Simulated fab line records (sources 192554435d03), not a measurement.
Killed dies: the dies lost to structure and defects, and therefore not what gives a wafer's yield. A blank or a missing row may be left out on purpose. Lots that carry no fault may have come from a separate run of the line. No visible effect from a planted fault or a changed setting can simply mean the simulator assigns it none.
Which of the tools did it? + flow n5_finfet + 12 lots with 34 wafers sampled at 4 steps, on a route of 1938 steps

== WHAT EACH GAUGE READ, for each wafer ==
N5_BEOL_M12_THK_MEAS_01.
| lot  | measured     | on            | M12_ILD_THK (nm) |
|------|--------------|---------------|------------------|
| L626 | day 11 09:20 | film_metro-02 | 653 654 672      |
| L627 | day 12 00:35 | film_metro-02 | 655 674 667      |
| L629 | day 12 02:10 | film_metro-02 | 663 663 681      |
| L634 | day 13 12:09 | film_metro-01 | 656 662 658      |
| L637 | day 14 06:17 | film_metro-02 | 660 657 654      |
| L638 | day 14 23:02 | film_metro-02 | 661 662 667      |
| L636 | day 15 00:10 | film_metro-02 | 642 663 655      |
| L641 | day 16 11:36 | film_metro-02 | 655 657          |
| L642 | day 16 16:20 | film_metro-02 | 656 655 664      |
| L644 | day 16 21:29 | film_metro-02 | 649 649 657      |
| L645 | day 17 19:10 | film_metro-01 | 647 655 650      |
| L646 | day 17 19:58 | film_metro-01 | 651 652          |

== WHICH TOOL RAN EACH LOT (tool, then ch and the chambers of the sampled wafers, then the start) ==
| lot  | N5_BEOL_M11_DEGAS_44         | N5_BEOL_M11_PRE_CLEAN_45     | N5_BEOL_M11_CMP_52            |
|------|------------------------------|------------------------------|-------------------------------|
| L626 | pvd_sputter-02, day 11 07:11 | pvd_sputter-02, day 11 07:13 | cmp-03 ch 0,1, day 11 08:40   |
| L627 | pvd_sputter-03, day 11 21:56 | pvd_sputter-03, day 11 21:58 | cmp-02 ch 2,3, day 11 23:58   |
| L629 | pvd_sputter-03, day 12 00:22 | pvd_sputter-03, day 12 00:25 | cmp-03 ch 1,3, day 12 01:33   |
| L634 | pvd_sputter-03, day 13 10:06 | pvd_sputter-03, day 13 10:08 | cmp-02 ch 0,3, day 13 11:32   |
| L637 | pvd_sputter-02, day 14 03:19 | pvd_sputter-02, day 14 03:22 | cmp-03 ch 0,1,3, day 14 05:43 |
| L638 | pvd_sputter-01, day 14 20:16 | pvd_sputter-01, day 14 20:18 | cmp-03 ch 0,2,3, day 14 22:25 |
| L636 | pvd_sputter-02, day 14 21:59 | pvd_sputter-02, day 14 22:01 | cmp-03 ch 0,1,2, day 14 23:33 |
| L641 | pvd_sputter-03, day 16 09:43 | pvd_sputter-03, day 16 09:45 | cmp-04 ch 2,3, day 16 10:56   |
| L642 | pvd_sputter-02, day 16 14:31 | pvd_sputter-02, day 16 14:33 | cmp-03 ch 1,2,3, day 16 15:45 |
| L644 | pvd_sputter-03, day 16 16:11 | pvd_sputter-03, day 16 16:14 | cmp-04 ch 0,1,3, day 16 20:56 |
| L645 | pvd_sputter-03, day 17 15:28 | pvd_sputter-03, day 17 15:30 | cmp-02 ch 0,2,3, day 17 18:32 |
| L646 | pvd_sputter-02, day 17 18:10 | pvd_sputter-02, day 17 18:12 | cmp-02 ch 1,3, day 17 19:21   |
- N5_BEOL_M11_DEGAS_44: time 60 s.
- N5_BEOL_M11_PRE_CLEAN_45: time 30 s.
- N5_BEOL_M11_CMP_52: polishes, stops on SiCOH lowk, t overpolish 7 s, target thk 140 nm.

== WHAT THE TOOLS THEMSELVES READ (means of the sampled wafers that have a number; where no wafer has one, the mark that the record gives instead) ==
N5_BEOL_M11_DEGAS_44.
| lot  | tool           | heater_power_w (W) | susceptor_temp_C (C) |
|------|----------------|--------------------|----------------------|
| L626 | pvd_sputter-02 | 326                | 250.08               |
| L627 | pvd_sputter-03 | 329                | 249.90               |
| L629 | pvd_sputter-03 | 342                | 247.11               |
| L634 | pvd_sputter-03 | 320                | 247.37               |
| L637 | pvd_sputter-02 | 341                | 249.80               |
| L638 | pvd_sputter-01 | 312                | 249.69               |
| L636 | pvd_sputter-02 | 321                | 249.84               |
| L641 | pvd_sputter-03 | 318                | 249.78               |
| L642 | pvd_sputter-02 | 334                | 250.09               |
| L644 | pvd_sputter-03 | 295                | 250.08               |
| L645 | pvd_sputter-03 | 323                | 250.00               |
| L646 | pvd_sputter-02 | 316                | 249.82               |

N5_BEOL_M11_PRE_CLEAN_45.
| lot  | tool           | heater_power_w (W) |
|------|----------------|--------------------|
| L626 | pvd_sputter-02 | 328                |
| L627 | pvd_sputter-03 | 325                |
| L629 | pvd_sputter-03 | 348                |
| L634 | pvd_sputter-03 | 324                |
| L637 | pvd_sputter-02 | 339                |
| L638 | pvd_sputter-01 | 315                |
| L636 | pvd_sputter-02 | 319                |
| L641 | pvd_sputter-03 | 306                |
| L642 | pvd_sputter-02 | 335                |
| L644 | pvd_sputter-03 | 296                |
| L645 | pvd_sputter-03 | 327                |
| L646 | pvd_sputter-02 | 317                |

N5_BEOL_M11_CMP_52.
| lot  | tool   | barrier_field_endpoint_s (s) | motor_current_A (A) | overpolish_run_s (s) | time_to_endpoint_s (s) |
|------|--------|------------------------------|---------------------|----------------------|------------------------|
| L626 | cmp-03 | 29.2                         | 6.7                 | 7.000                | 67.2                   |
| L627 | cmp-02 | 29.2                         | 6.0                 | 7.010                | 69.3                   |
| L629 | cmp-03 | 29.6                         | 6.0                 | 7.001                | 68.3                   |
| L634 | cmp-02 | 30.4                         | 6.1                 | 6.997                | 71.1                   |
| L637 | cmp-03 | 28.9                         | 6.3                 | 7.008                | 65.8                   |
| L638 | cmp-03 | 29.2                         | 5.8                 | 7.000                | 66.7                   |
| L636 | cmp-03 | 29.5                         | 6.1                 | 6.996                | 67.1                   |
| L641 | cmp-04 | 28.2                         | 6.8                 | 6.995                | 62.5                   |
| L642 | cmp-03 | 28.6                         | 6.0                 | 6.993                | 65.1                   |
| L644 | cmp-04 | 28.3                         | 6.3                 | 6.995                | 64.3                   |
| L645 | cmp-02 | 29.2                         | 6.2                 | 7.004                | 66.3                   |
| L646 | cmp-02 | 29.2                         | 5.7                 | 7.001                | 68.8                   |

== THE ANSWER, worked out from the rows above alone ==
Rule: usual is defined by the lots themselves. Put in order of their means at a reading, lots are off if they are a third of the lots or fewer, leave a main group of 4 or more, and stand apart from it by a gap of 3 or more times the standard deviation of the main group's means; of several such gaps the widest counts. Not used: any main group whose means are identical at the precision the tables above print for the reading. A lot without any number at a reading at which 4 lots or more have one is off too. All remaining lots with rows at the step are treated as sound. The gauges are gone through in route order, then the tools' own readings, and for those a lot's mean is taken as printed above. The first step at which some lot is off is used, and at that step the reading that is off furthest; a lot without a number counts as furthest.
Off: L629, L634 (N5_BEOL_M11_DEGAS_44, susceptor_temp_C). The main group has a mean of 249.91 C with a standard deviation of 0.14.
If a tool, at that step or one of the process steps before it, ran each lot that is off and ran no sound lot following the first of them, it fits. Of those tried, none fits.

== WHAT THE SIMULATOR PUT IN ==
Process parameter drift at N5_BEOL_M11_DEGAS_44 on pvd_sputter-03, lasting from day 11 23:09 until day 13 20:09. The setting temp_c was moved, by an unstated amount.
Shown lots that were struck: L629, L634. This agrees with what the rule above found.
